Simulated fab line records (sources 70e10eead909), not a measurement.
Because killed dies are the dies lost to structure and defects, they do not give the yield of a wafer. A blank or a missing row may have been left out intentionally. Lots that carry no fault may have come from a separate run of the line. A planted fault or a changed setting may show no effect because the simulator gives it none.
Comparing a struck lot with a sound one ; flow nand_harc ; 14 steps out of a route of 1159
Sound: these wafers, L889.1, L889.3, L889.4. Struck: wafers L901.1, L901.4, L901.6. The cause is given at the end.
Order at every step that has rows: each side's tool, ch and its chambers, its first start. Under that, the readings that differ: sound wafers ; struck wafers ; difference of the means ; sigmas: that difference in standard deviations of wafers without a fault.
alike: readings with means less than 2 such deviations apart, plus words and numbers identical on both sides. not compared: withheld readings, readings lacking a value on some wafer, bounds such as >300 that could conceal the same value, and numbers that have no deviation in the record and whose values overlap.
A row with sigmas, a row that says differs or no value, or rows on one side alone: a step with any of these is where the two part. When numbers do not overlap yet have no deviation, they are printed without sigmas and do not part them. Lack of a reading on every wafer of one side parts them only where that side has two or more wafers.

NHARC_P_M1_OVL_MEAS_10: pitch 260 nm.
  sound on overlay-02 at day 7 08:05; struck on overlay-01 at day 10 10:10
  alike: overlay_x_nm, overlay_y_nm
NHARC_P_M1_INSPECT_11:
  sound on defect_inspect-02 at day 7 08:07; struck on defect_inspect-02 at day 10 10:11
  alike: raw_defect_count
NHARC_P_M1_DESCUM_14: chemistry O2, time 3 s.
  sound on rie_diel-13 ch 0,1,2, day 7 08:11; struck on rie_diel-01 ch 0,1,2, day 10 10:16
  alike: drypump_motor_current_A, oes_product_au, rf_vpp_V, showerhead_plenum_p_Torr, throttle_valve_pct
  not compared: rf_hours_counter_h
NHARC_P_M1_ETCH_35: etches the open film in N2/H2, target depth 40 nm, overetch 12 nm, time 43.94 s.
  sound on rie_diel-13 ch 0,1,2, day 7 08:16; struck on rie_diel-01 ch 0,1,3, day 10 10:20
  alike: drypump_motor_current_A, oes_product_au, rf_vpp_V, showerhead_plenum_p_Torr, throttle_valve_pct
  not compared: rf_hours_counter_h
NHARC_P_M1_ETCH_15: etches the open film in C4F8/Ar, target depth 182.5 nm, time 91.2 s.
  sound on rie_diel-13 ch 0,1,3; struck on rie_diel-01 ch 2,3
  alike: oes_product_au, rf_vpp_V
  not compared: rf_hours_counter_h
NHARC_P_M1_CD_MEAS_16:
  sound on cd_sem-03 at day 7 08:29; struck on cd_sem-02 at day 10 10:34
  alike: cd_nm
then, 3 steps without rows for these wafers: NHARC_P_M1_STRIP_18 (strips in N2/H2); NHARC_P_M1_ETCH_28 (etches the open film in CF4/N2, target depth 30 nm, time 72.99 s); NHARC_P_M1_STRIP_19 (strips in post etch residue remover, time 600 s).
NHARC_P_M1_DEGAS_29: time 60 s.
  sound on pvd_sputter-03 at day 7 09:12; struck on pvd_sputter-01 at day 10 11:17
  alike: heater_power_w
NHARC_P_M1_PRE_CLEAN_30: time 30 s.
  sound on pvd_sputter-03; struck on pvd_sputter-01
  alike: heater_power_w
then, 1 step without rows for these wafers: NHARC_P_M1_PVD_20 (deposits TaN, target thk 5 nm, time 8.06 s).
NHARC_P_M1_PVD_21: deposits Cu, target thk 30 nm, time 20.49 s.
  sound on pvd_sputter-03 at day 7 09:26; struck on pvd_sputter-01 at day 10 11:32
  no value came back on the struck wafers for cathode_dc_power_W (W), chamber_pressure_pa (Pa), throttle_valve_pct (%); on the sound wafers cathode_dc_power_W (W) reads 5000.5 5000.7 4999.4
then, 1 step without rows for these wafers: NHARC_P_M1_ECD_22 (material Cu, target thk 400 nm).

## WHERE THEY PART
NHARC_P_M1_PVD_21 only, going by this record.

WHY: what had been put in by the simulator
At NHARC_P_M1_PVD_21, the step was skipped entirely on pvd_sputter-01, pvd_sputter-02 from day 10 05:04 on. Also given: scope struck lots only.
